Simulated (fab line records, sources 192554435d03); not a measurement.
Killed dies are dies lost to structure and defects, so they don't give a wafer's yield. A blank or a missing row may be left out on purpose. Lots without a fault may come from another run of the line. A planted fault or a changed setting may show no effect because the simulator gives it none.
A struck lot beside a sound one | flow n5_finfet | 41 steps out of a route of 1938
Sound: wafers L343.1, L343.4, L343.6. Struck: wafers L350.4, L350.5, L350.6. The cause comes at the end.
At each step with rows: each side's tool, then ch and its chambers, then its first start. Under that, the readings that differ: sound wafers | struck wafers | difference of the means | sigmas: that difference in standard deviations of wafers without a fault.
alike: readings whose means differ by less than 2 such deviations, and words and numbers that are the same on both sides. not compared: withheld readings, readings that some wafer has no value for, bounds like >300 that may hide the same value, and numbers for which the record gives no deviation and whose values overlap.
The two part at a step that has a row with sigmas, a row that says differs or no value, or rows on one side only. Numbers that don't overlap but have no deviation are shown without sigmas and don't part them. A reading that every wafer of one side lacks parts them only if that side has two wafers or more.

first, 9 steps without rows for these wafers: N5_BEOL_M4_ANNEAL_95 (time 240 s); N5_BEOL_M4_SPUTTER_96 (material Cu, target thk 4.5 nm, time 8.29 s); N5_BEOL_M4_ECD_50 (material Cu, target thk 300 nm); N5_BEOL_M4_ANNEAL_51 (time 90 s); N5_BEOL_M4_CMP_52 (polishes, stops on SiOC, t overpolish 6.8 s, target thk 40 nm); N5_BEOL_M4_PRE_CLEAN_60 (time 15 s); N5_BEOL_M4_CO_CAP_55 (material Co, precursor CCTBA/H2, target thk 2 nm, time 102.1 s); N5_BEOL_M4_PRE_CLEAN_56 (time 15 s); N5_BEOL_M4_DEP_57 (deposits SiCN from 3MS/NH3, target thk 8 nm, time 14 s).
N5_BEOL_M4_RC_MEAS_101:
  sound on prober-01 ch 0, day 11 06:35; struck on prober-01 ch 0, day 13 03:44
  reading        | sound                | struck               | difference | sigmas
  IOFF_N (nA/um) | 0.145 0.135 0.138    | 0.189 0.172 0.185    | +0.043     | +2
  IOFF_P (nA/um) | 0.205 0.206 0.192    | 0.276 0.265 0.277    | +0.072     | +3
  ION_N (uA/um)  | 670 665 669          | 698 692 698          | +28        | +3
  ION_P (uA/um)  | 459 465 462          | 482 478 487          | +20        | +3
  VT_N (mV)      | 254.0 250.9 251.4    | 244.0 245.9 245.9    | -6.8       | -3
  VT_P (mV)      | -249.4 -250.1 -250.0 | -241.7 -241.8 -243.3 | +7.6       | +3
  alike: DIBL_N, DIBL_P, SS_N, SS_P
then, 24 steps without rows for these wafers: N5_BEOL_M5_ILD_DEP_00 (deposits SiCOH lowk from DEMS/porogen, target thk 140.64 nm, time 25.9 s); N5_BEOL_M5_CURE_79 (cures SiCOH lowk, time 240 s); N5_BEOL_M5_PECVD_70 (deposits SiO2 from TEOS/O2, target thk 16 nm, time 18 s); N5_BEOL_M5_HM_DEP_02 (deposits TiN, target thk 20 nm); N5_BEOL_M5_COAT_59 (time 60 s, resist thk 60 nm); N5_BEOL_M5_COAT_60 (time 60 s, resist thk 12 nm); N5_BEOL_M5_COAT_71 (time 60 s, resist thk 5 nm); N5_BEOL_M5_COAT_05 (resist thk 30 nm); N5_BEOL_M5_EBR_07; N5_BEOL_M5_SOFTBAKE_06 (time 60 s); N5_BEOL_M5_EXPOSE_08 (exposes mask M5, target cd 28 nm); N5_BEOL_M5_PEB_09 (peb time 60 s); N5_BEOL_M5_DEVELOP_10 (develop time 30 s); N5_BEOL_M5_DESCUM_16 (chemistry O2, time 7 s); N5_BEOL_M5_ETCH_72 (etches underlayer in N2/H2, target depth 6.5 nm, time 5.2 s); N5_BEOL_M5_ETCH_61 (etches SiARC in CF4, target depth 15.6 nm, time 26 s); N5_BEOL_M5_ETCH_62 (etches SOC in N2/H2, target depth 75 nm, overetch 15 nm, time 112.5 s); N5_BEOL_M5_STRIP_63 (strips in N2/H2); N5_BEOL_M5_STRIP_73 (strips in N2/H2); N5_BEOL_M5_STRIP_64 (strips in CF4); N5_BEOL_M5_HM_OPEN_17 (chemistry Cl2/BCl3, target TiN, target depth 20 nm, overetch 6 nm); N5_BEOL_M5_STRIP_19 (strips in O2); N5_BEOL_M5_COAT_65 (time 60 s, resist thk 60 nm); N5_BEOL_M5_COAT_66 (time 60 s, resist thk 12 nm).
-- the record jumps here: 2 days lie between the struck wafers' starts before and after (it left off in module BEOL_M5 and takes up again in module BEOL_M10, whose first step shown is number 1512 of the route) --
N5_BEOL_M10_TRENCH_ETCH_37: etches SiCOH lowk in C4F6/O2, target depth 148.83 nm, time 48 s.
  sound on rie_diel-04 ch 0,1,3, day 13 09:26; struck on rie_diel-05 ch 0,1,3, day 15 11:09
  reading                                     | sound             | struck            | difference | sigmas
  run_length_s (s)                            | 70.8 71.2 71.5    | 59.4 59.8 60.2    | -11.4      | -32
  time_s (s)                                  | 48 48 48          | 33.6 33.6 33.6    | -14.4      |
  model.etch.depth_nm (nm)                    | 148.7 148.4 147.4 | 101.7 102.1 103.3 | -45.8      |
  model.BEOL_M10.feature_depth_nm (nm)        | 148.6 148.4 147.4 | 101.6 102 103.4   | -45.8      |
  model.TiN_of_BEOL_M10_HM_DEP_02.thk_nm (nm) | 15.8 15.8 15.8    | 17.2 17 17        | +1.3       |
  alike: drypump_motor_current_A, oes_product_au, rf_vpp_V, showerhead_plenum_p_Torr, throttle_valve_pct
  not compared: rf_hours_counter_h
N5_BEOL_M10_OCD_MEAS_38:
  sound on ocd-02, day 13 09:37; struck on ocd-01, day 15 11:19
  reading              | sound             | struck            | difference | sigmas
  trench_depth_nm (nm) | 148.9 148.3 147.7 | 101.5 101.4 103.3 | -46.2      | -23
N5_BEOL_M10_CMP_52: polishes, stops on SiCOH lowk, t overpolish 7 s, target thk 140 nm.
  sound on cmp-04 ch 0,1,3, day 13 12:44; struck on cmp-01 ch 1,2, day 15 14:22
  reading                                 | sound             | struck         | difference | sigmas
  model.Cu_of_BEOL_M10_ECD_50.thk_nm (nm) | 138.6 139.8 139.6 | 93.6 92.8 95.4 | -45.4      |
  alike: head_pressure_psi, motor_current_A
N5_BEOL_M10_THK_MEAS_53: measures by xrf.
  sound on film_metro-01, day 13 12:59; struck on film_metro-02, day 15 14:40
  reading      | sound             | struck         | difference | sigmas
  M10_THK (nm) | 139.2 140.6 140.3 | 93.7 92.8 95.3 | -46.1      | -19
N5_BEOL_M10_RS_MEAS_57: measures by four-point-probe.
  sound on film_metro-02, day 13 13:08; struck on film_metro-02, day 15 14:48
  reading         | sound                | struck               | difference | sigmas
  M10_RS (ohm/sq) | 0.1526 0.1512 0.1513 | 0.2379 0.2395 0.2332 | +0.0852    | +32
N5_BEOL_M15_RC_MEAS_101:
  sound on prober-01 ch 0, day 15 05:12; struck on prober-02 ch 0, day 17 05:36
  reading                    | sound          | struck         | difference | sigmas
  SERP_M10 (ohm/um)          | 3.09 3.13 3.10 | 4.75 4.73 4.67 | +1.61      | +25
  SERP_M10_max_site (ohm/um) | 3.19 3.19 3.17 | 4.83 4.97 4.95 | +1.73      | +24
  alike: COMB_M11, COMB_M12, COMB_M13, COMB_M14, COMB_M15, COMB_M15_max_site, COMB_M5, COMB_M6, COMB_M7, COMB_M8, COMB_M9, SERP_M11, SERP_M12, SERP_M13, SERP_M13_max_site, SERP_M14, SERP_M5, SERP_M6, SERP_M6_max_site, SERP_M7, SERP_M8, SERP_M8_max_site, SERP_M9
N5_PASSIVATION_PROBE_49:
  sound on prober-01, day 15 17:38; struck on prober-02, day 17 18:17
  reading              | sound | struck         | difference | sigmas
  sort_bin_8_speed (%) | 0 0 0 | 0.34 0.42 0.42 | +0.39      |
  alike: defect_limited_yield, killed_at_M0_to_M3, killed_at_M4_up, killed_at_contacts, killed_at_front_end, killed_at_other, killed_dies, killed_open, killed_short, sort_bin_5_function, sort_bin_6_memory, sort_n_pass

WHERE THEY PART
First at N5_BEOL_M4_RC_MEAS_101; last, within this record, at N5_BEOL_M15_RC_MEAS_101. Later steps at which nothing parts them and some readings are alike: N5_PASSIVATION_PROBE_49.

WHY: what the simulator had put in
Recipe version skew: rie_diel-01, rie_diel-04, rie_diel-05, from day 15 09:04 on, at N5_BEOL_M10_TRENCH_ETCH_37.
